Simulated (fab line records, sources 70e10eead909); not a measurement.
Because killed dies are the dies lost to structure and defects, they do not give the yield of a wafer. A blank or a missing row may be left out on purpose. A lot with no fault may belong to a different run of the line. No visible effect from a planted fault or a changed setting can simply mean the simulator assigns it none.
fab line records	flow nandHarc
record lots=12	wafers=36	lastDay=33
route steps=1302 shown A_CONTACT@1093 THIN_TSV@1268 END@1302
lots untouched by any fault: they come from a run of this same line in which no faults occurred
startH: the number of hours between the record's first day and the start of the first shown wafer of the lot	waitH: time in hours since the lot's previous step	" repeats the value in the row above	L1.1+2: several wafers, shown together as one row	- no value, or no start was given	* or withheld: withheld	< > ~ a bound
route shown NAME@n: NAME is a module with steps in the file, n the number in the route of the first one	usual: average and standard deviation across the fault-free wafers	same: alike in all rows	chamber/n: place in a boat	sites: per-site readings	_std_site: standard deviation of those values	_edge_site: outer sites' mean less inner sites'	radiusMm: for every site, how far away it sits from the centre of the wafer	mask NAME#n: copy n	behind: the most recent tool/chamber to have shaped the wafer	hold: cause of the lot's hold/its duration in hours/its outcome	device: transistor that didn't switch, given as n, p or np	end of line: the route-end tests of the same wafers	a step with no rows: only its recipe	killed: at the first sort, the dies lost to defects and structure; wafer yield is something else	map: dies across one wafer; x = killed, . = not, _ = none there
set.NAME: the setting that was run; set.NAME@STEP: the one run at that earlier step	model.NAME: the simulator's own value behind a step, which no gauge read
one table for each step of the route and one row for each wafer, over a sample of lots
services: from which hour (startH, from the record's first day; less than 0 if before it) a tool's chamber was out of use, for how many hours, and why
## steps
# step NHARC_A_CONTACT_ETCH_98
# recipe targetDepthA=200	overEtchFrac=0.5	timeS=10	ionEnergyEv=250	c4f6FlowSccm=25	o2FlowSccm=20	arFlowSccm=500	rfW=600	biasW=500	chemistry=C4F6/O2
# usual drypumpMotorCurrentA=6.0/0.35	oesProductAu=0.953/0.017	rfFwdPowerW=586.9/2.8	rfVppV=548/3.4	showerheadPlenumPTorr=3.95/0.15	throttleValvePct=26.902/0.0088
lot.wafer	tool	chamber	startH	waitH	drypumpMotorCurrentA	oesProductAu	rfFwdPowerW	rfHoursCounterH	rfVppV	showerheadPlenumPTorr	throttleValvePct
L309.3	rieDiel-10	3	511.48	-	6.4	0.937	586.5	13	549	3.94	26.901
L309.4	"	0	"	"	5.7	0.958	585.4	13	551	4.10	26.896
L309.5	"	1	"	"	6.2	0.947	584.8	-	542	3.65	26.900
L308.3	rieDiel-10	2	527.58	-	5.8	0.945	591.0	19	548	3.97	26.913
L308.4	"	0	"	"	5.7	0.932	585.1	17	550	4.10	26.897
L308.6	"	2	"	"	5.8	0.949	590.6	-	548	3.97	26.892
L311.4	rieDiel-10	0	538.10	-	5.7	1.009	585.3	18	550	4.10	26.901
L311.1	"	1	"	"	6.2	0.994	584.6	22	541	3.65	26.904
L311.6	"	3	"	"	6.4	1.005	585.1	-	548	3.94	26.904
L313.1	rieDiel-10	1	545.12	-	6.1	0.968	587.9	23	540	3.65	26.892
L313.2	"	3	"	"	6.4	0.956	587.4	18	547	3.94	26.900
L313.6	"	2	"	"	5.8	0.973	588.4	-	547	3.97	26.907
L310.2	rieDiel-10	2	549.48	-	5.8	0.940	590.0	22	548	3.97	26.899
L310.1	"	3	"	"	6.4	0.947	588.9	19	549	3.94	26.901
L310.4	"	0	"	"	5.8	0.955	585.5	20	551	4.10	26.903
L314.1	rieDiel-10	0	566.19	-	5.7	0.955	587.9	22	552	4.09	26.901
L314.4	"	3	"	"	6.4	0.955	590.6	21	547	3.93	26.889
L314.5	"	0	"	"	5.7	0.962	587.7	-	549	4.10	26.917
L315.3	rieDiel-04	2	600.45	0.1	5.2	0.934	589.8	20	544	3.70	26.915
L315.2	"	1	"	"	5.9	0.947	588.2	22	543	3.81	26.897
L315.6	"	2	"	"	5.1	0.945	589.0	-	543	3.70	26.895
L317.3	rieDiel-10	3	609.47	-	6.4	0.963	588.7	1	547	3.93	26.918
L317.5	"	2	"	"	5.8	0.948	591.7	-	548	3.96	26.910
L317.6	"	3	"	"	6.4	0.959	586.8	-	547	3.93	26.910
L323.1	rieDiel-10	2	649.74	0.2	5.8	0.956	589.8	10	548	3.96	26.907
L323.3	"	2	"	"	5.8	0.955	590.5	-	546	3.96	26.900
L323.6	"	0	"	"	5.7	0.952	586.0	-	550	4.09	26.908
L328.3	rieDiel-05	1	718.46	-	4.8	0.944	591.3	45	546	3.95	26.891
L328.2	"	2	"	"	6.2	0.956	587.1	50	543	3.80	26.911
L328.6	"	0	"	"	6.1	0.941	587.0	-	542	3.86	26.915
L330.1	rieDiel-10	3	729.33	-	6.4	0.932	586.9	21	546	3.92	26.905
L330.3	"	1	"	"	6.2	0.950	587.7	22	553	4.21	26.889
L330.2	"	2	"	"	5.8	0.944	590.3	21	548	3.95	26.901
L331.1	rieDiel-10	1	748.38	-	6.2	0.949	584.5	24	553	4.21	26.911
L331.5	"	1	"	"	6.2	0.949	583.2	-	552	4.21	26.886
L331.6	"	2	"	"	5.8	0.944	591.1	-	548	3.95	26.902
# step NHARC_THIN_TSV_ETCHBACK_48
# recipe targetDepthA=10285	overEtchFrac=0.3	timeS=405.17	ionEnergyEv=250	c4f8FlowSccm=withheld	arFlowSccm=withheld	rfW=600	biasW=300	chemistry=C4F8/Ar
# usual oesProductAu=0.939/0.027	rfFwdPowerW=599.1/1.9	rfVppV=546/3
lot.wafer	tool	chamber	startH	waitH	oesProductAu	rfFwdPowerW	rfHoursCounterH	rfVppV
L309.4	rieDiel-09	3	543.67	-	0.978	598.8	1.1	545
L309.3	"	0	"	"	0.987	600.6	1.3	549
L309.5	"	2	"	"	0.940	599.3	-	550
L308.3	rieDiel-12	2	560.31	-	0.916	599.7	6.2	550
L308.4	"	1	"	"	0.915	601.6	6.8	543
L308.6	"	2	"	"	0.914	599.9	-	551
L311.4	rieDiel-12	0	571.47	-	0.915	597.7	7.5	543
L311.1	"	2	"	"	0.924	600.1	6.6	550
L311.6	"	3	"	"	0.914	598.4	-	548
L313.1	rieDiel-13	2	579.71	-	0.926	599.9	4.0	549
L313.2	"	1	"	"	0.924	598.9	3.8	545
L313.6	"	3	"	"	0.924	597.6	-	545
L310.2	rieDiel-09	1	585.06	-	0.919	596.9	3.9	542
L310.4	"	2	"	"	0.921	599.3	3.2	550
L310.1	"	3	"	"	0.922	599.5	2.8	547
L314.1	rieDiel-09	2	599.74	-	0.993	596.1	3.6	547
L314.4	"	0	"	"	1.015	600.2	3.0	551
L314.5	"	2	"	"	0.995	597.6	-	549
L315.3	rieDiel-12	0	633.99	-	0.963	600.3	0.3	543
L315.2	"	1	"	"	0.958	598.2	0.5	542
L315.6	"	3	"	"	0.982	602.0	-	548
L317.3	rieDiel-13	3	643.18	-	0.919	594.4	7.2	545
L317.5	"	3	"	"	0.913	596.6	-	545
L317.6	"	0	"	"	0.922	602.0	-	546
L323.3	rieDiel-12	1	682.73	-	0.922	605.0	5.1	542
L323.1	"	3	"	"	0.934	601.5	5.0	548
L323.6	"	1	"	"	0.935	602.7	-	544
L328.2	rieDiel-12	0	759.77	-	0.932	597.0	8.0	543
L328.3	"	2	"	"	0.934	600.7	9.2	550
L328.6	"	0	"	"	0.926	600.6	-	544
L330.2	rieDiel-12	3	763.67	-	0.999	599.2	8.4	549
L330.1	"	0	"	"	0.987	598.0	8.2	542
L330.3	"	2	"	"	1.002	597.1	9.4	549
L331.1	rieDiel-12	0	781.55	-	0.926	600.1	10.5	543
L331.6	"	2	"	"	0.925	599.8	-	551
L331.5	"	3	"	"	0.933	596.8	-	549
# step NHARC_THIN_TSV_STRIP_62
# recipe powerW=1500	tempC=250	timeS=20	chemistry=N2/H2
# usual drypumpMotorCurrentA=5.9/0.39	heaterPowerW=348/45
lot.wafer	tool	chamber	startH	waitH	drypumpMotorCurrentA	heaterPowerW	rfHoursCounterH
L309.3	plasmaAsher-02	0	544.04	-	5.6	319	-
L309.4	"	1	"	"	6.5	274	-
L309.5	"	1	"	"	6.5	277	-
L308.3	plasmaAsher-01	1	560.72	-	5.4	398	-
L308.4	"	0	"	"	5.8	370	-
L308.6	"	1	"	"	5.4	389	-
L311.1	plasmaAsher-01	1	571.79	-	5.4	390	8
L311.4	"	1	"	"	5.4	394	-
L311.6	"	0	"	"	5.8	366	-
L313.1	plasmaAsher-02	1	580.43	-	6.5	274	32
L313.2	"	0	"	"	5.7	314	32
L313.6	"	0	"	"	5.7	322	-
L310.2	plasmaAsher-01	1	585.42	-	5.5	398	12
L310.1	"	0	"	"	5.8	367	12
L310.4	"	0	"	"	5.8	366	-
L314.1	plasmaAsher-02	1	600.06	-	6.5	270	36
L314.4	"	0	"	"	5.7	328	-
L314.5	"	1	"	"	6.5	282	-
L315.2	plasmaAsher-01	1	634.28	-	5.5	398	22
L315.3	"	0	"	"	5.8	361	-
L315.6	"	0	"	"	5.8	339	-
L317.3	plasmaAsher-01	1	643.58	-	5.4	390	-
L317.5	"	1	"	"	5.4	397	-
L317.6	"	0	"	"	5.9	361	-
L323.1	plasmaAsher-01	1	683.09	-	5.4	402	33
L323.3	"	0	"	"	5.8	352	-
L323.6	"	0	"	"	5.9	364	-
L328.2	plasmaAsher-02	1	760.10	-	6.5	281	33
L328.3	"	1	"	"	6.5	284	-
L328.6	"	1	"	"	6.5	277	-
L330.2	plasmaAsher-01	0	764.03	-	5.9	361	12
L330.1	"	1	"	"	5.4	420	12
L330.3	"	0	"	"	5.9	364	-
L331.1	plasmaAsher-01	1	781.84	-	5.4	410	14
L331.5	"	1	"	"	5.4	413	-
L331.6	"	0	"	"	5.8	353	-
# step NHARC_THIN_TSV_CMP_21
# recipe tOverpolishS=30	targetThkNm=2000
# usual edgeZonePressureFrac=0.999/0.005	motorCurrentA=11.9/1.5	overpolishRunS=29.999/0.009	retainingRingPressureFrac=1.000/0.0054
lot.wafer	tool	chamber	startH	waitH	edgeZonePressureFrac	motorCurrentA	overpolishRunS	retainingRingPressureFrac
L309.4	cmp-02	3	545.77	-	0.992	12.5	29.995	1.006
L309.3	"	0	"	"	0.995	10.4	30.007	1.006
L309.5	"	2	"	"	0.995	13.0	30.005	0.998
L308.4	cmp-01	3	562.42	-	0.991	13.1	30.004	1.001
L308.3	"	1	"	"	0.996	14.4	30.005	0.995
L308.6	"	2	"	"	0.998	14.0	29.982	1.003
L311.4	cmp-02	2	573.50	-	0.997	12.8	30.012	1.006
L311.1	"	0	"	"	1.011	10.7	29.988	1.006
L311.6	"	2	"	"	0.997	12.7	29.991	1.003
L313.2	cmp-02	3	582.16	-	1.003	12.6	30.006	0.998
L313.1	"	0	"	"	1.003	10.7	30.003	0.993
L313.6	"	3	"	"	1.006	12.1	30.012	1.001
L310.2	cmp-01	3	587.12	-	0.999	13.4	30.008	1.007
L310.4	"	1	"	"	0.993	13.8	29.981	1.002
L310.1	"	2	"	"	1.002	14.0	30.022	1.005
L314.4	cmp-02	1	601.81	-	0.998	11.4	29.997	1.002
L314.1	"	2	"	"	1.001	12.5	30.006	0.994
L314.5	"	1	"	"	0.993	10.6	29.992	1.003
L315.2	cmp-02	0	635.98	-	0.995	9.8	30.003	0.993
L315.3	"	2	"	"	0.992	12.9	30.004	0.997
L315.6	"	1	"	"	0.998	11.1	30.009	0.995
L317.3	cmp-01	1	645.34	-	1.001	13.5	29.993	1.000
L317.6	"	1	"	"	1.000	14.0	30.008	1.005
L317.5	"	2	"	"	1.001	13.5	29.998	0.999
L323.3	cmp-04	1	684.84	-	0.993	9.2	30.001	1.003
L323.1	"	3	"	"	1.004	11.2	30.002	1.006
L323.6	"	1	"	"	1.000	9.1	30.000	1.005
L328.2	cmp-02	2	761.83	-	0.996	12.3	29.974	1.002
L328.3	"	3	"	"	0.998	12.4	30.015	1.000
L328.6	"	2	"	"	0.997	12.7	30.014	0.996
L330.1	cmp-01	1	765.74	-	1.000	14.3	30.011	1.004
L330.3	"	2	"	"	0.997	13.9	30.008	0.990
L330.2	"	3	"	"	0.994	13.7	29.994	1.000
L331.1	cmp-02	0	783.59	-	1.006	10.7	29.998	0.996
L331.5	"	2	"	"	1.001	12.5	29.998	1.001
L331.6	"	3	"	"	1.002	12.4	30.002	1.001
# step NHARC_END_SORT_01
# recipe tempC=25
# usual killedAtArray=53/18	killedAtOther=0.9/1.3	killedAtPeriphery=4/3.1	killedDies=58/18	killedOpen=3.4/2	killedShort=2.5/1.8
# same grossDies=677
lot.wafer	tool	chamber	startH	waitH	killedAtArray	killedAtOther	killedAtPeriphery	killedDies	killedOpen	killedShort
L314.1	prober-02	0	612.25	2.5	25	2	6	33	3	3
L314.4	prober-02	0	614.61	3.3	26	2	2	30	3	0
L323.1	prober-02	0	697.32	2.5	116	0	10	126	4	4
L323.3	prober-02	0	698.90	3.1	120	0	3	123	2	2
L323.6	prober-02	0	701.27	4.0	101	1	3	105	3	3
# killed by level:class
L314.1 A_CHANNEL_HOLE_D2:chamberFilmFlake=13 A_DECK1_JOINT:chamberFilmFlake=4 P_ZERO_WELL:chamberFilmFlake=3 A_STAIRCASE:chamberFilmFlake=2 THIN_TSV:chamberFilmFlake=2 P_CONTACT:geometricParticle:short=1 P_CONTACT:geometricParticle:open=1 P_M0:geometricParticle:short=1
L314.4 A_CHANNEL_HOLE_D2:chamberFilmFlake=11 A_CHANNEL_HOLE_D1:chamberFilmFlake=4 A_CHANNEL_FILL_D1:chamberFilmFlake=3 A_CHANNEL_HOLE_D1:geometricParticle:open=2 A_DECK1_JOINT:chamberFilmFlake=2 THIN_TSV:chamberFilmFlake=2 P_CONTACT:geometricParticle:open=1 P_ZERO_WELL:chamberFilmFlake=1
L323.1 A_CONTACT:unspecified=70 A_SLIT:chamberFilmFlake=16 A_CHANNEL_HOLE_D2:chamberFilmFlake=11 A_CHANNEL_HOLE_D1:chamberFilmFlake=7 A_CONTACT:chamberFilmFlake=6 P_M2:chamberFilmFlake=4 P_M2:geometricParticle:open=2 P_ZERO_WELL:chamberFilmFlake=2
L323.3 A_CONTACT:unspecified=68 A_SLIT:chamberFilmFlake=21 A_CHANNEL_HOLE_D2:chamberFilmFlake=12 A_CHANNEL_HOLE_D1:chamberFilmFlake=6 A_CONTACT:chamberFilmFlake=6 A_STAIRCASE:chamberFilmFlake=2 A_ONON_D2:geometricParticle:open=1 A_SGD_CUT:geometricParticle:short=1
L323.6 A_CONTACT:unspecified=41 A_SLIT:chamberFilmFlake=23 A_CHANNEL_HOLE_D2:chamberFilmFlake=18 A_CHANNEL_HOLE_D1:chamberFilmFlake=3 A_CHANNEL_FILL_D1:chamberFilmFlake=3 A_STAIRCASE:chamberFilmFlake=3 A_CONTACT:chamberFilmFlake=3 P_M2:chamberFilmFlake=2
## services
tool	chamber	startH	hours	kind
rieDiel-10	2	491.88	3.8	repair
rieDiel-10	0	493.47	8.1	repair
rieDiel-12	2	494.18	2.6	repair
rieDiel-10	3	502.36	6.0	repair
cmp-01	-	504.61	0.7	repair
plasmaAsher-01	-	519.00	9.0	pm
cmp-02	-	527.74	4.0	pm
rieDiel-12	3	562.71	7.5	repair
cmp-01	-	577.50	4.0	pm
plasmaAsher-02	-	585.82	4.3	repair
rieDiel-10	3	587.41	6.6	repair
rieDiel-12	3	591.69	6.0	repair
plasmaAsher-01	-	594.24	2.0	repair
rieDiel-10	-	596.68	9.0	pm
plasmaAsher-02	-	603.60	9.0	pm
rieDiel-12	-	622.45	9.0	pm
cmp-02	-	625.74	4.0	pm
rieDiel-10	3	648.01	3.5	repair
cmp-01	-	658.51	6.7	repair
rieDiel-10	-	661.80	0.6	repair
cmp-02	-	666.41	5.4	repair
plasmaAsher-01	-	696.00	9.0	pm
cmp-02	-	723.74	4.0	pm
rieDiel-10	-	773.68	9.0	pm
## key
firstSign step=NHARC_END_SORT_01	reading=killedAtArray	direction=up	sigmas=3.3	usual=53	struck=112
effect step=NHARC_END_SORT_01	reading=killedDies	direction=up	sigmas=3.3	usual=58	struck=118
moreKillsBornAt NHARC_A_CONTACT_ETCH_98@rieDiel-10=179
metAt NHARC_A_CONTACT_ETCH_98
struckLots L323
testerLeftOut L323
notActingAt NHARC_THIN_TSV_ETCHBACK_48,NHARC_THIN_TSV_STRIP_62,NHARC_THIN_TSV_CMP_21
onsetBetween 609.47 649.74
fault kind=chamberParticleSource	tool=rieDiel-10	chamber=-	onsetH=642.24	steps=NHARC_A_CONTACT_ETCH_98	ratePerVisitCm2=0.39454	endH=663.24
# testerLeftOut: of these lots the tester's yield and bins aren't shown, on N5 and GAA mostly nor the transistor test; their killed dies are dies lost to structure and defects alone, not to doping, threshold or leakage, so they don't give the yield
